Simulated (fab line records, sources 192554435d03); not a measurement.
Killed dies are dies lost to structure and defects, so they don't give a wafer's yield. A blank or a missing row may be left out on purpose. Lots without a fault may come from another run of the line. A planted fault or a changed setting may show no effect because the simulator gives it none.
Chamber matching | flow n5_finfet | N5_ILD0_ALD_15 on ald_sin-04: 4 sister chambers
The step deposits SiNx, target thk 24 nm, pulse time 1 s, ald cycles 480. 8 wafers are shown with their chamber, then 12 later ones without.

WAFERS WITH THEIR CHAMBER
wafer  | chamber | heater_power_w (W) | precursor_pulse_height_rel
L087.1 | 0       | 822                | 0.956
L089.3 | 0       | 833                | 1.033
L089.5 | 1       | 811                | 1.021
L090.2 | 2       | 867                | 1.018
L090.5 | 2       | 863                | 1.029
L092.2 | 3       | 706                | 0.980
L092.3 | 1       | 822                | 1.019
L092.4 | 3       | 723                | 0.968

WAFERS WITHOUT THEIR CHAMBER
wafer  | heater_power_w (W) | precursor_pulse_height_rel
L093.1 | 724                | 0.992
L093.2 | 810                | 1.011
L093.3 | 813                | 1.008
L093.4 | 822                | 0.988
L093.5 | 723                | 1.001
L093.6 | 813                | 1.013
L095.4 | 821                | 1.006
L095.5 | 807                | 0.977
L095.6 | 868                | 1.014
L096.2 | 798                | 0.953
L096.3 | 812                | 1.014
L096.6 | 706                | 0.994

WHICH CHAMBER EACH WENT THROUGH
wafer  | from the rows above     | in truth
L093.1 | 3                       | 3
L093.2 | can't be placed: 1 or 0 | 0
L093.3 | can't be placed: 1 or 0 | 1
L093.4 | can't be placed: 0 or 1 | 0
L093.5 | 3                       | 3
L093.6 | can't be placed: 1 or 0 | 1
L095.4 | can't be placed: 1 or 0 | 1
L095.5 | can't be placed: 1 or 0 | 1
L095.6 | 2                       | 2
L096.2 | can't be placed: 1 or 0 | 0
L096.3 | can't be placed: 1 or 0 | 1
L096.6 | 3                       | 3
Placed correctly: 4 of 12. Can't be placed from these rows: 8 (the true chamber is among the candidates in 8). Placed wrongly: 0.
How it was worked out, from the rows above alone: a wafer's distance from a chamber is the root of the sum, over the readings, of the square of ((its reading less the chamber's mean) divided by the reading's scatter). The wafer belongs to the nearest chamber; if the next one is less than 2 further off, it can't be placed. A chamber's mean is the mean of its shown wafers. The scatter: the root of (the sum of the squares of (reading less its chamber's mean) over the shown wafers, divided by (wafers less chambers)).
